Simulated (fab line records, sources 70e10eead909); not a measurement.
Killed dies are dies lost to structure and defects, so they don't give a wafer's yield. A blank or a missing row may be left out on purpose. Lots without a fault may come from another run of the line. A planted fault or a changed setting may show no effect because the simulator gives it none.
fab line records | flow nand_harc
record lots=6 wafers=18 last_day=33
route steps=1302 shown P_M0@263 P_M1@285 END@1302
lots that met no fault: from a run of the same line without faults
start_h: hours from the record's first day to the start of the lot's first wafer shown | wait_h: hours since the lot's step before | " the same as in the row above | L1.1+2: a row that stands for several wafers | - no value, or no start given | * or withheld: withheld | < > ~ a bound
route shown NAME@n: a module of which the file shows steps, and the number in the route of the first | usual: mean/standard deviation of fault-free wafers | same: alike in all rows | chamber/n: place in a boat | sites: the reading at each site | _std_site: their standard deviation | _edge_site: outer sites' mean less inner sites' | radius_mm: how far each site lies from the wafer's centre | mask NAME#n: copy n | behind: the tool/chamber that last shaped the wafer | hold: why the lot was held/for how many hours/how that ended | device: the transistor (n, p or np) that didn't switch | end of line: the same wafers' tests at the end of the route | a step without rows: its recipe alone | killed: dies lost to structure and defects at the first sort, not the wafer's yield | map: a wafer's dies, x killed, . not, _ none there
set.NAME: the setting as run; set.NAME@STEP: as run at that earlier step | model.NAME: the simulator's own value behind a step, which no gauge read
lots at some steps of the route; a table a step, a row a wafer
services: from which hour (start_h, from the record's first day; less than 0 if before it) a tool's chamber was out of use, for how many hours, and why
## steps
# step NHARC_P_M0_CD_MEAS_09
# recipe target_cd_nm=90 landing_energy_ev=500
# usual cd_nm=89.9/0.65
# same landing_energy_ev=500
# columns lot.wafer tool chamber start_h wait_h cd_nm
L263.4 cd_sem-03 0 141.20 - 90.6
L263.5 " 0 " " 89.6
L263.6 " 0 " " 90.1
L271.2 cd_sem-03 0 225.43 - 90.8
L271.3 " 0 " " 90.2
L271.6 " 0 " " 90.3
L272.1 cd_sem-01 0 231.22 - 91.2
L272.3 " 0 " " 90.0
L272.4 " 0 " " 90.8
L276.2 cd_sem-03 0 276.18 - 90.2
L276.5 " 0 " " 89.5
L276.6 " 0 " " 90.4
L283.2 cd_sem-03 0 338.27 - 91.0
L283.3 " 0 " " 90.5
L283.4 " 0 " " 90.5
L284.3 cd_sem-02 0 349.84 - 89.7
L284.4 " 0 " " 90.0
L284.5 " 0 " " 89.0
# step NHARC_P_M0_OVL_MEAS_10
# recipe pitch_nm=180
# usual overlay_x_nm=0.2/0.85 overlay_y_nm=0.0/0.84
# columns lot.wafer tool chamber start_h wait_h overlay_x_nm overlay_y_nm
L263.4 overlay-02 - 141.28 - 1.4 0.1
L263.5 " - " " 1.9 1.1
L263.6 " - " " 1.5 0.5
L271.2 overlay-02 - 225.51 - 0.4 0.6
L271.3 " - " " -0.2 0.9
L271.6 " - " " 0.9 0.9
L272.1 overlay-02 - 231.31 - 2.2 0.7
L272.3 " - " " 2.0 0.3
L272.4 " - " " 2.0 0.3
L276.2 overlay-02 - 276.26 - -1.4 -0.1
L276.5 " - " " -0.4 -0.6
L276.6 " - " " -1.0 -0.4
L283.2 overlay-02 - 338.35 - 0.6 -0.7
L283.3 " - " " 1.1 -0.8
L283.4 " - " " 0.7 -0.7
L284.3 overlay-02 - 349.93 - 0.7 0.0
L284.4 " - " " 0.2 0.1
L284.5 " - " " 0.6 0.6
# step NHARC_P_M0_INSPECT_11
# usual raw_defect_count=4.1/2
# columns lot.wafer tool chamber start_h wait_h raw_defect_count
L263.4 defect_inspect-01 - 141.32 0.0 5
L263.5 " - " " 3
L263.6 " - " " 3
L271.2 defect_inspect-02 - 225.55 0.0 9
L271.3 " - " " 8
L271.6 " - " " 5
L272.1 defect_inspect-02 - 231.34 0.0 4
L272.3 " - " " 6
L272.4 " - " " 1
L276.2 defect_inspect-01 - 276.30 0.0 4
L276.5 " - " " 4
L276.6 " - " " 5
L283.2 defect_inspect-02 - 338.39 0.0 4
L283.3 " - " " 3
L283.4 " - " " 4
L284.3 defect_inspect-02 - 349.96 0.0 2
L284.4 " - " " 1
L284.5 " - " " 1
# step NHARC_P_M0_DESCUM_14
# recipe time_s=3 o2_flow_sccm=200 ar_flow_sccm=0 bias_power_w=0 chemistry=O2
# step NHARC_P_M0_ETCH_34
# recipe target_depth_a=400 overetch_a=120 time_s=43.94 ion_energy_ev=200 n2_flow_sccm=150 h2_flow_sccm=150 ar_flow_sccm=0 rf_w=400 bias_w=150 chemistry=N2/H2
# step NHARC_P_M0_ETCH_15
# recipe target_depth_a=1500 overetch_a=150 time_s=82.5 c4f8_flow_sccm=withheld ar_flow_sccm=400 rf_w=600 bias_w=300 chemistry=C4F8/Ar
# usual oes_product_au=0.958/0.02 rf_fwd_power_W=595.0/2.1 rf_vpp_V=440.5/2.8
# columns lot.wafer tool chamber start_h wait_h oes_product_au rf_fwd_power_W rf_hours_counter_h rf_vpp_V
L263.4 rie_diel-12 0 - - 0.941 594.5 12 436.8
L263.6 " 0 " " 0.945 596.3 - 436.9
L263.5 " 1 " " 0.940 597.1 - 440.2
L271.2 rie_diel-04 3 - - 0.973 597.1 4 441.5
L271.3 " 0 " " 0.956 593.5 5 437.0
L271.6 " 2 " " 0.977 592.0 - 444.1
L272.1 rie_diel-04 3 - - 0.983 595.7 4 441.6
L272.3 " 1 " " 0.960 595.8 4 441.6
L272.4 " 2 " " 0.941 593.8 4 442.3
L276.2 rie_diel-04 2 - - 0.959 593.8 12 443.8
L276.6 " 3 " " 0.954 595.5 - 442.7
L276.5 " 0 " " 0.977 594.3 - 436.0
L283.2 rie_diel-12 0 - - 0.968 594.1 20 436.6
L283.3 " 2 " " 0.958 594.0 14 437.1
L283.4 " 3 " " 0.967 598.6 18 445.6
L284.3 rie_diel-12 2 - - 0.973 594.4 20 437.6
L284.4 " 1 " " 0.946 597.7 20 438.7
L284.5 " 2 " " 0.962 596.6 - 437.5
# step NHARC_P_M0_CD_MEAS_16
# usual cd_nm=89.8/0.74
# columns lot.wafer tool chamber start_h wait_h cd_nm
L263.4 cd_sem-01 - 141.96 - 90.4
L263.5 " - " " 89.3
L263.6 " - " " 89.8
L271.2 cd_sem-03 - 225.91 - 90.6
L271.3 " - " " 90.6
L271.6 " - " " 90.2
L272.1 cd_sem-03 - 231.70 - 90.3
L272.3 " - " " 89.8
L272.4 " - " " 90.0
L276.2 cd_sem-02 - 276.66 - 90.2
L276.5 " - " " 89.2
L276.6 " - " " 90.6
L283.2 cd_sem-02 - 338.77 - 91.2
L283.3 " - " " 90.7
L283.4 " - " " 90.7
L284.3 cd_sem-01 - 350.39 - 89.9
L284.4 " - " " 89.9
L284.5 " - " " 89.2
# step NHARC_P_M0_STRIP_18
# recipe power_w=1000 n2_flow_sccm=150 h2_flow_sccm=150 ar_flow_sccm=0 bias_w=0 chemistry=N2/H2
# usual drypump_motor_current_A=5.7/0.65 oes_product_au=1.001/0.0081 rf_fwd_power_W=997/3.1 rf_vpp_V=90.6/0.94 showerhead_plenum_p_Torr=2.03/0.094 throttle_valve_pct=14.170/0.01
# columns lot.wafer tool chamber start_h wait_h drypump_motor_current_A oes_product_au rf_fwd_power_W rf_hours_counter_h rf_vpp_V showerhead_plenum_p_Torr throttle_valve_pct
L263.4 rie_diel-04 0 142.11 0.1 6.8 0.993 996 23 90.1 1.89 14.181
L263.5 " 1 " " 5.1 0.987 998 - 88.8 2.03 14.154
L263.6 " 2 " " 5.7 0.993 991 - 90.5 2.15 14.165
L271.2 rie_diel-04 2 226.02 0.1 5.7 0.993 996 4 91.2 2.15 14.174
L271.3 " 0 " " 6.8 0.988 999 5 90.8 1.88 14.176
L271.6 " 1 " " 5.1 0.989 1000 - 90.5 2.03 14.172
L272.4 rie_diel-04 0 231.78 0.1 6.8 1.003 997 5 89.6 1.88 14.148
L272.1 " 2 " " 5.7 1.009 996 4 91.4 2.15 14.168
L272.3 " 3 " " 6.3 1.004 999 4 91.7 2.07 14.171
L276.2 rie_diel-04 2 276.74 0.1 5.7 1.004 998 12 91.8 2.14 14.160
L276.5 " 2 " " 5.7 0.998 997 - 90.7 2.14 14.166
L276.6 " 3 " " 6.2 0.987 993 - 90.8 2.07 14.151
L283.4 rie_diel-13 2 339.16 0.4 5.7 1.005 1002 62 88.9 1.95 14.150
L283.3 " 3 " " 5.0 1.005 1000 59 93.0 2.13 14.175
L283.2 " 0 " " 6.4 1.001 1003 50 90.1 1.94 14.174
L284.3 rie_diel-04 0 350.46 0.1 6.8 0.993 998 27 89.8 1.88 14.176
L284.4 " 1 " " 5.1 1.005 996 27 91.1 2.02 14.177
L284.5 " 0 " " 6.8 0.995 1003 - 89.9 1.88 14.177
# step NHARC_P_M0_STRIP_19
# recipe time_s=600 temp_c=30 chemistry=post_etch_residue_remover
# step NHARC_P_M0_DEGAS_28
# recipe temp_c=250 time_s=60
# usual heater_power_w=327/17
# columns lot.wafer tool chamber start_h wait_h heater_power_w
L263.4 pvd_sputter-01 - 142.58 - 297
L263.6 " - " " 323
L263.5 " - " " 298
L271.2 pvd_sputter-02 - 226.54 - 333
L271.3 " - " " 326
L271.6 " - " " 332
L272.1 pvd_sputter-02 - 232.32 - 337
L272.4 " - " " 339
L272.3 " - " " 359
L276.2 pvd_sputter-01 - 277.29 - 305
L276.5 " - " " 318
L276.6 " - " " 307
L283.4 pvd_sputter-02 - 339.70 - 331
L283.2 " - " " 326
L283.3 " - " " 321
L284.3 pvd_sputter-01 - 351.00 - 326
L284.4 " - " " 302
L284.5 " - " " 319
# step NHARC_P_M0_PRE_CLEAN_29
# recipe time_s=30 temp_c=280 gas=H2/He
# usual heater_power_w=402/20
# columns lot.wafer tool chamber start_h wait_h heater_power_w
L263.4 pvd_sputter-01 - - - 372
L263.6 " - " " 375
L263.5 " - " " 412
L271.3 pvd_sputter-02 - - - 385
L271.2 " - " " 403
L271.6 " - " " 399
L272.3 pvd_sputter-02 - - - 417
L272.4 " - " " 381
L272.1 " - " " 409
L276.2 pvd_sputter-01 - - - 378
L276.5 " - " " 409
L276.6 " - " " 392
L283.3 pvd_sputter-02 - - - 406
L283.4 " - " " 396
L283.2 " - " " 385
L284.4 pvd_sputter-01 - - - 393
L284.3 " - " " 401
L284.5 " - " " 395
# step NHARC_P_M0_PVD_20
# recipe target_thk_a=50 bias_v=168.6 power_w=15000 chamber_pressure_pa=0.12 time_s=8.06 substrate_temp_c=50 material=TaN
# usual throttle_valve_pct=30.2/0.78
# columns lot.wafer tool chamber start_h wait_h throttle_valve_pct
L263.4 pvd_sputter-01 - - - 31.6
L263.6 " - " " 29.9
L263.5 " - " " 30.9
L271.2 pvd_sputter-02 - - - 30.0
L271.3 " - " " 28.7
L271.6 " - " " 30.4
L272.3 pvd_sputter-02 - - - 30.3
L272.1 " - " " 29.6
L272.4 " - " " 28.9
L276.2 pvd_sputter-01 - - - 31.4
L276.5 " - " " 30.6
L276.6 " - " " 31.3
L283.3 pvd_sputter-02 - - - 29.8
L283.4 " - " " 29.6
L283.2 " - " " 29.8
L284.3 pvd_sputter-01 - - - 30.4
L284.4 " - " " 31.3
L284.5 " - " " 30.6
# step NHARC_P_M0_PVD_21
# recipe target_thk_a=300 chamber_pressure_pa=5 power_w=5000 substrate_temp_c=30 time_s=20.49 material=Cu
# usual throttle_valve_pct=30.2/0.82
# columns lot.wafer tool chamber start_h wait_h throttle_valve_pct
L263.4 pvd_sputter-01 - 142.83 - 30.1
L263.5 " - " " 30.7
L263.6 " - " " 29.0
L271.3 pvd_sputter-02 - 226.78 - 28.6
L271.2 " - " " 29.5
L271.6 " - " " 28.7
L272.1 pvd_sputter-02 - 232.55 - 28.9
L272.4 " - " " 29.4
L272.3 " - " " 29.7
L276.2 pvd_sputter-01 - 277.53 - 28.7
L276.6 " - " " 30.5
L276.5 " - " " 31.0
L283.3 pvd_sputter-02 - 339.93 - 29.7
L283.4 " - " " 30.0
L283.2 " - " " 29.8
L284.3 pvd_sputter-01 - 351.22 - 31.5
L284.4 " - " " 30.6
L284.5 " - " " 30.5
# step NHARC_P_M0_ECD_22
# recipe target_thk_a=4000 bath_temp_c=25 material=Cu
# step NHARC_P_M0_ANNEAL_30
# recipe temp_c=225 time_s=90
# step NHARC_P_M0_CMP_23
# recipe t_overpolish_s=20 target_thk_nm=117.54
# step NHARC_P_M0_SRD_25
# step NHARC_P_M0_PRE_CLEAN_31
# recipe time_s=12 temp_c=370 rf_power_w=300 gas=NH3
# step NHARC_P_M0_DEP_32
# recipe target_thk_a=300 temp_c=370 target_thk_nm=30 pressure_torr=3 flow_sccm=200 rf_w=450 material=SiCN
# step NHARC_P_M1_DEP_00
# recipe target_thk_a=1825 target_thk_nm=182.5 temp_c=withheld pressure_torr=5 flow_sccm=200 rf_w=600 material=SiOC
# step NHARC_P_M1_DEHYDRATE_01
# recipe temp_c=150 time_s=120
# step NHARC_P_M1_HMDS_02
# recipe time_s=30
# step NHARC_P_M1_COAT_34
# recipe temp_c=200 time_s=65
# step NHARC_P_M1_COAT_03
# recipe spin_rpm=1500 resist_thk_nm=90
# step NHARC_P_M1_SOFTBAKE_04
# recipe temp_c=105 time_s=55
# step NHARC_P_M1_EBR_05
# step NHARC_P_M1_EXPOSE_06
# recipe na=1.35 target_cd_nm=130 dose_mj=81.88 mask_id=P_M1
# step NHARC_P_M1_PEB_07
# recipe peb_temp_c=100 peb_time_s=65
# step NHARC_P_M1_DEVELOP_08
# recipe develop_time_s=35 dev_temp_c=23
# step NHARC_P_M1_CD_MEAS_09
# recipe target_cd_nm=130 landing_energy_ev=500
# usual cd_nm=130.2/0.54
# same landing_energy_ev=500
# columns lot.wafer tool chamber start_h wait_h cd_nm
L263.4 cd_sem-01 0 145.53 - 130.6
L263.5 " 0 " " 130.6
L263.6 " 0 " " 130.9
L271.2 cd_sem-02 0 229.64 - 130.6
L271.3 " 0 " " 130.7
L271.6 " 0 " " 130.1
L272.1 cd_sem-02 0 235.39 - 130.6
L272.3 " 0 " " 131.0
L272.4 " 0 " " 130.0
L276.2 cd_sem-02 0 280.08 - 129.2
L276.5 " 0 " " 129.8
L276.6 " 0 " " 129.4
L283.2 cd_sem-03 0 342.66 - 129.9
L283.3 " 0 " " 130.1
L283.4 " 0 " " 130.1
L284.3 cd_sem-03 0 353.94 - 130.1
L284.4 " 0 " " 129.8
L284.5 " 0 " " 130.3
# step NHARC_P_M1_OVL_MEAS_10
# recipe pitch_nm=260
# usual overlay_x_nm=0.2/1 overlay_y_nm=0.1/0.76
# columns lot.wafer tool chamber start_h wait_h overlay_x_nm overlay_y_nm
L263.4 overlay-02 - 145.62 - -2.6 -0.6
L263.5 " - " " -2.0 -0.6
L263.6 " - " " -2.5 -0.5
L271.2 overlay-02 - 229.73 - -0.5 0.8
L271.3 " - " " -0.4 1.0
L271.6 " - " " 0.0 0.7
L272.1 overlay-02 - 235.48 - 0.7 1.1
L272.3 " - " " 0.7 1.0
L272.4 " - " " 0.9 0.9
L276.2 overlay-01 - 280.17 - 1.3 -1.0
L276.5 " - " " 1.1 -0.4
L276.6 " - " " 1.3 -1.0
L283.2 overlay-01 - 342.75 - -0.8 -1.0
L283.3 " - " " -0.7 -0.9
L283.4 " - " " -1.3 -0.7
L284.3 overlay-02 - 354.03 - -0.3 0.8
L284.4 " - " " 0.0 0.4
L284.5 " - " " 0.1 0.3
# step NHARC_P_M1_DESCUM_14
# recipe time_s=3 o2_flow_sccm=200 ar_flow_sccm=0 bias_power_w=0 chemistry=O2
# step NHARC_P_M1_ETCH_35
# recipe target_depth_a=400 overetch_a=120 time_s=43.94 ion_energy_ev=200 n2_flow_sccm=150 h2_flow_sccm=150 ar_flow_sccm=0 rf_w=400 bias_w=150 chemistry=N2/H2
# step NHARC_P_M1_ETCH_15
# recipe target_depth_a=1825 time_s=91.2 c4f8_flow_sccm=withheld ar_flow_sccm=400 rf_w=600 bias_w=300 chemistry=C4F8/Ar
# step NHARC_P_M1_CD_MEAS_16
# usual cd_nm=130.0/0.64
# columns lot.wafer tool chamber start_h wait_h cd_nm
L263.4 cd_sem-01 - 146.02 - 130.6
L263.5 " - " " 130.4
L263.6 " - " " 130.6
L271.2 cd_sem-01 - 230.13 - 130.3
L271.3 " - " " 130.4
L271.6 " - " " 129.8
L272.1 cd_sem-02 - 235.88 - 130.2
L272.3 " - " " 130.5
L272.4 " - " " 129.6
L276.2 cd_sem-01 - 280.57 - 129.4
L276.5 " - " " 129.2
L276.6 " - " " 129.3
L283.2 cd_sem-02 - 343.15 - 130.8
L283.3 " - " " 130.5
L283.4 " - " " 129.8
L284.3 cd_sem-03 - 354.45 - 130.0
L284.4 " - " " 129.5
L284.5 " - " " 129.7
# step NHARC_P_M1_STRIP_18
# recipe power_w=1000 n2_flow_sccm=150 h2_flow_sccm=150 ar_flow_sccm=0 bias_w=0 chemistry=N2/H2
# step NHARC_P_M1_ETCH_28
# recipe target_depth_a=300 over_etch_frac=0.3 time_s=72.99 ion_energy_ev=150 cf4_flow_sccm=50 n2_flow_sccm=100 ar_flow_sccm=150 rf_w=300 bias_w=100 chemistry=CF4/N2
# step NHARC_P_M1_STRIP_19
# recipe time_s=600 temp_c=30 chemistry=post_etch_residue_remover
# step NHARC_END_SORT_01
# recipe temp_c=25
# usual defect_limited_yield=91.5/2.4 killed_at_array=52/16 killed_at_other=0.8/1.1 killed_at_periphery=4.2/2.5 killed_dies=57/16 killed_open=3.4/2 killed_short=2.6/1.6 sort_bin_2_pct=3.0/1.1 sort_bin_3_pct=0.6/0.31 sort_bin_4_pct=4.8/1.4 sort_n_pass=620/16 sort_rim_yield_pct=90/4.8 sort_yield_pct=91.5/2.4
# same gross_dies=677 sort_bin_5_pct[%]=0 sort_bin_6_pct[%]=0 sort_bin_7_pct[%]=0 sort_bin_8_pct[%]=0 sort_rim_n_gross=106.00
# columns lot.wafer tool chamber start_h wait_h defect_limited_yield[%] killed_at_array killed_at_other killed_at_periphery killed_dies killed_open killed_short sort_bin_2_pct[%] sort_bin_3_pct[%] sort_bin_4_pct[%] sort_n_pass sort_rim_yield_pct[%] sort_yield_pct[%]
L263.4 prober-02 0 612.71 3.4 91.3 55 0 4 59 2 2 2.8 0.7 5.2 618 98 91.3
L263.5 prober-02 0 613.51 3.7 92.3 48 1 3 52 6 1 3.8 0.6 3.2 625 90 92.3
L263.6 prober-02 0 614.31 4.0 90.5 59 1 4 64 4 1 2.8 0.7 5.9 613 92 90.5
L272.1 prober-01 0 668.57 2.5 79.2 44 0 97 141 3 1 9.0 5.2 6.6 536 79 79.2
L272.3 prober-01 0 670.18 3.1 90.1 61 0 6 67 5 4 4.0 0.7 5.2 610 87 90.1
L272.4 prober-01 0 670.98 3.4 91.9 51 0 4 55 3 2 3.1 0.6 4.4 622 89 91.9
L271.2 prober-02 0 669.40 2.8 91.3 46 0 13 59 0 2 2.7 0.7 5.3 618 93 91.3
L271.3 prober-02 0 670.19 3.1 78.7 49 0 95 144 2 2 10.0 3.8 7.4 533 74 78.7
L271.6 prober-02 0 672.55 3.9 79.9 39 0 97 136 1 2 8.3 4.1 7.7 541 76 79.9
L276.2 prober-02 0 709.06 2.8 90.7 58 0 5 63 8 2 3.7 0.4 5.2 614 89 90.7
L276.5 prober-02 0 711.48 3.7 87.7 80 1 2 83 2 4 4.4 1.0 6.8 594 83 87.7
L276.6 prober-02 0 712.29 4.0 91.3 54 0 5 59 3 1 4.1 0.9 3.7 618 88 91.3
L283.2 prober-02 0 774.56 2.8 91.7 49 0 7 56 5 4 3.2 0.4 4.6 621 88 91.7
L283.3 prober-02 0 775.36 3.1 88.8 72 0 4 76 4 3 4.6 1.0 5.6 601 87 88.8
L283.4 prober-02 0 776.15 3.4 89.1 70 0 4 74 7 0 4.0 0.4 6.5 603 90 89.1
L284.3 prober-02 0 790.24 3.1 90.4 63 0 2 65 2 6 3.2 0.6 5.8 612 92 90.4
L284.4 prober-02 0 791.05 3.4 92.8 49 0 0 49 2 1 1.8 0.4 5.0 628 89 92.8
L284.5 prober-02 0 791.85 3.7 92.2 51 1 1 53 3 1 3.0 0.6 4.3 624 83 92.2
# killed by level:class
L263.4 A_CHANNEL_HOLE_D1:chamber_film_flake=38 A_CHANNEL_HOLE_D2:chamber_film_flake=6 A_CONTACT:chamber_film_flake=5 P_GATE:chamber_film_flake=2 P_M0:geometric_particle:open=1 A_CHANNEL_FILL_D1:geometric_particle:short=1 A_SGD_CUT:geometric_particle:open=1 A_WL_FILL:geometric_particle:short=1
L263.5 A_CHANNEL_HOLE_D1:chamber_film_flake=24 A_CHANNEL_HOLE_D2:chamber_film_flake=8 A_CONTACT:chamber_film_flake=6 A_CONTACT:geometric_particle:open=2 P_CONTACT:geometric_particle:open=1 A_CHANNEL_FILL_D1:geometric_particle:open=1 A_ONON_D2:geometric_particle:open=1 A_M1:geometric_particle:open=1
L263.6 A_CHANNEL_HOLE_D1:chamber_film_flake=34 A_CONTACT:chamber_film_flake=7 A_CHANNEL_HOLE_D2:chamber_film_flake=6 A_STAIRCASE:chamber_film_flake=3 A_SLIT:chamber_film_flake=2 A_M1:chamber_film_flake=2 P_CONTACT:geometric_particle:open=1 P_M1:geometric_particle:short=1
L272.1 P_M0:unspecified=94 A_SLIT:chamber_film_flake=16 A_CHANNEL_HOLE_D2:chamber_film_flake=10 A_CHANNEL_HOLE_D1:chamber_film_flake=7 A_STAIRCASE:chamber_film_flake=3 A_CONTACT:chamber_film_flake=3 P_GATE:chamber_film_flake=2 A_CHANNEL_HOLE_D1:geometric_particle:short=1
L271.2 A_CHANNEL_HOLE_D1:chamber_film_flake=29 P_BONDPAD:chamber_film_flake=6 P_CONTACT:chamber_film_flake=4 A_STAIRCASE:chamber_film_flake=4 A_CONTACT:chamber_film_flake=4 P_STI:chamber_film_flake=2 A_CHANNEL_FILL_D2:chamber_film_flake=2 A_CHANNEL_HOLE_D2:chamber_film_flake=2
L272.3 A_SLIT:chamber_film_flake=37 A_CHANNEL_HOLE_D2:chamber_film_flake=10 A_STAIRCASE:chamber_film_flake=3 A_WL_FILL:geometric_particle:open=2 P_CONTACT:chamber_film_flake=2 A_CONTACT:chamber_film_flake=2 P_GATE:geometric_particle:open=1 P_M1:geometric_particle:open=1
L271.3 P_M0:unspecified=87 A_CHANNEL_HOLE_D1:chamber_film_flake=23 A_CHANNEL_HOLE_D2:chamber_film_flake=7 A_CONTACT:chamber_film_flake=7 A_CHANNEL_FILL_D2:chamber_film_flake=4 P_CONTACT:chamber_film_flake=3 P_BONDPAD:chamber_film_flake=2 A_WL_FILL:chamber_film_flake=2
L272.4 A_SLIT:chamber_film_flake=29 A_CHANNEL_HOLE_D2:chamber_film_flake=7 A_CHANNEL_HOLE_D1:chamber_film_flake=6 A_STAIRCASE:chamber_film_flake=4 P_BONDPAD:chamber_film_flake=2 P_CONTACT:geometric_particle:short=1 P_M0:geometric_particle:open=1 A_ONON_D2:geometric_particle:short=1
L271.6 P_M0:unspecified=87 A_CHANNEL_HOLE_D1:chamber_film_flake=18 A_CHANNEL_HOLE_D2:chamber_film_flake=8 P_BONDPAD:chamber_film_flake=7 A_CONTACT:chamber_film_flake=4 A_CHANNEL_FILL_D2:chamber_film_flake=2 A_BLC:chamber_film_flake=2 P_CONTACT:geometric_particle:short=1
L276.2 A_SLIT:chamber_film_flake=15 A_CHANNEL_HOLE_D2:chamber_film_flake=13 A_STAIRCASE:chamber_film_flake=11 A_CHANNEL_HOLE_D1:chamber_film_flake=5 A_CHANNEL_FILL_D1:chamber_film_flake=3 P_GATE:geometric_particle:open=2 P_ZERO_WELL:chamber_film_flake=2 A_CHANNEL_FILL_D1:geometric_particle:open=1
L276.5 A_SLIT:chamber_film_flake=33 A_CHANNEL_HOLE_D2:chamber_film_flake=16 A_CONTACT:chamber_film_flake=8 A_CHANNEL_HOLE_D1:chamber_film_flake=7 A_STAIRCASE:chamber_film_flake=4 A_DECK1_JOINT:chamber_film_flake=3 A_CHANNEL_FILL_D2:chamber_film_flake=3 P_CONTACT:geometric_particle:short=1
L276.6 A_CHANNEL_HOLE_D2:chamber_film_flake=18 A_SLIT:chamber_film_flake=17 A_STAIRCASE:chamber_film_flake=8 A_CHANNEL_HOLE_D1:chamber_film_flake=4 A_CONTACT:chamber_film_flake=2 P_GATE:geometric_particle:short=1 P_CONTACT:geometric_particle:open=1 A_CHANNEL_FILL_D2:geometric_particle:open=1
L283.2 A_SLIT:chamber_film_flake=22 A_CONTACT:chamber_film_flake=10 A_CHANNEL_HOLE_D1:chamber_film_flake=5 P_STI:chamber_film_flake=3 P_GATE:chamber_film_flake=2 P_GATE:geometric_particle:open=1 P_CONTACT:geometric_particle:open=1 A_ONON_D1:geometric_particle:open=1
L283.3 A_SLIT:chamber_film_flake=36 A_CONTACT:chamber_film_flake=18 A_CHANNEL_HOLE_D1:chamber_film_flake=9 P_STI:chamber_film_flake=2 A_CHANNEL_FILL_D1:chamber_film_flake=2 A_M0:chamber_film_flake=2 P_CONTACT:geometric_particle:open=1 P_M1:geometric_particle:short=1
L283.4 A_SLIT:chamber_film_flake=26 A_CHANNEL_HOLE_D1:chamber_film_flake=12 A_CONTACT:chamber_film_flake=11 A_CHANNEL_FILL_D1:chamber_film_flake=6 A_M0:chamber_film_flake=5 A_M0:geometric_particle:open=3 P_STI:chamber_film_flake=2 A_STAIRCASE:chamber_film_flake=2
L284.3 A_CHANNEL_HOLE_D2:chamber_film_flake=31 A_SLIT:chamber_film_flake=12 A_CONTACT:chamber_film_flake=8 A_WL_FILL:geometric_particle:short=3 A_STAIRCASE:chamber_film_flake=3 P_GATE:geometric_particle:open=1 P_CONTACT:geometric_particle:short=1 A_ONON_D1:geometric_particle:short=1
L284.4 A_CHANNEL_HOLE_D2:chamber_film_flake=19 A_CONTACT:chamber_film_flake=13 A_SLIT:chamber_film_flake=8 A_CHANNEL_FILL_D1:chamber_film_flake=2 A_M1:chamber_film_flake=2 A_CHANNEL_HOLE_D1:geometric_particle:open=1 A_CHANNEL_HOLE_D2:geometric_particle:open=1 A_M0:geometric_particle:short=1
L284.5 A_CHANNEL_HOLE_D2:chamber_film_flake=29 A_CONTACT:chamber_film_flake=10 A_SLIT:chamber_film_flake=6 A_CHANNEL_FILL_D2:chamber_film_flake=2 P_M1:geometric_particle:short=1 A_CONTACT:geometric_particle:open=1 A_M1:geometric_particle:open=1 STARTING-WAFER:geometric_particle:open=1
# map L271.3 (x killed, . not)
____________.____________
_________x......_________
_______xx......xxx_______
______x.x.x.....xxx______
_____....x.....xxxxx_____
____............xxxx.____
____.......x.....xxxx____
___.............x.x..x___
___..............xxxx.___
__...............xx..x.__
__..........x..........__
_............x..x..x...._
_.................x....._
_................x......_
_................x......_
_......................._
................x.......x
.........................
........................x
x...............x........
x................xxxxxx..
_..............x.xxxxxx._
_..............xxxxxx..._
_...........x..xxxxxxxxx_
_..............xxxxxxxx._
_...x..x...x...xxxxxxxxx_
__...........x.xxxxxxx.__
__.............xxxxxxxx__
___............xxxxxxx___
___.........x..xxxxxxx___
____............xxxxx____
____...........xxxxx.____
_____...........xxx._____
______.............______
_______........x.._______
_________......._________
____________.____________
# map L272.1 (x killed, . not)
____________.____________
_________......._________
_______..........._______
______..x..........______
_____..x............_____
____.................____
____.................____
___.....x.............___
___...................___
__.....................__
__........x......x....x__
_..x...................._
_.x....................x_
_x......................_
_xx..................x.._
_xxx.................x.._
.xxx.................x...
xxxx...........x......x..
xxxxx................xx.x
xx.x.............x...x...
xxxx.............xxxxxx..
_..............xxxxxxx.._
_.x...........x.xxxxxxx._
_...x...........xxxxxxxx_
_x............xxxxxxxxxx_
_.............xxxxxxxxx._
__............x.xxxxxxx__
__..x..........xxxxxxxx__
___...........xxxxxxxx___
___....x.......xxxxxxx___
____..........x.xxxxx____
____...........xx.xx.____
_____............x.x_____
______...........x.______
_______..........._______
_________......._________
____________.____________
## services
# columns tool chamber start_h hours kind
rie_diel-13 0 120.53 3.0 repair
rie_diel-13 - 129.75 0.9 repair
rie_diel-04 0 133.24 - clean
rie_diel-04 1 133.24 - clean
rie_diel-12 0 147.94 23.3 repair
rie_diel-04 0 155.30 21.4 repair
rie_diel-13 0 157.78 1.5 repair
rie_diel-13 - 165.04 9.0 pm
rie_diel-04 - 178.01 9.0 pm
pvd_sputter-01 - 182.99 2.2 repair
pvd_sputter-01 - 192.31 41.4 repair
rie_diel-04 3 203.93 3.6 repair
rie_diel-13 0 234.73 19.8 repair
rie_diel-13 2 261.18 6.1 repair
rie_diel-12 - 269.40 9.0 pm
pvd_sputter-02 - 279.16 7.2 repair
pvd_sputter-02 - 286.37 10.0 pm
rie_diel-12 2 314.33 11.1 repair
rie_diel-12 - 319.66 1.6 repair
rie_diel-04 - 321.14 0.9 repair
rie_diel-13 - 334.71 0.5 repair
rie_diel-04 - 336.26 4.3 repair
rie_diel-12 1 339.56 4.2 repair
rie_diel-13 - 342.05 9.0 pm
## key
first_sign step=NHARC_END_SORT_01 reading=killed_at_periphery direction=up sigmas=36 usual=4.2 struck=96.3
effect step=NHARC_END_SORT_01 reading=killed_dies direction=up sigmas=5.2 usual=57 struck=140
more_kills_born_at NHARC_P_M0_PVD_21@pvd_sputter-02=268
met_at NHARC_P_M0_PVD_21
struck_wafers L271.3,L271.6,L272.1
fault kind=chamber_particle_source tool=pvd_sputter-02 chamber=- onset_h=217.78 steps=NHARC_P_M0_PVD_21 rate_per_visit_cm2=1.2131 end_h=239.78 scope=struck_wafers_only
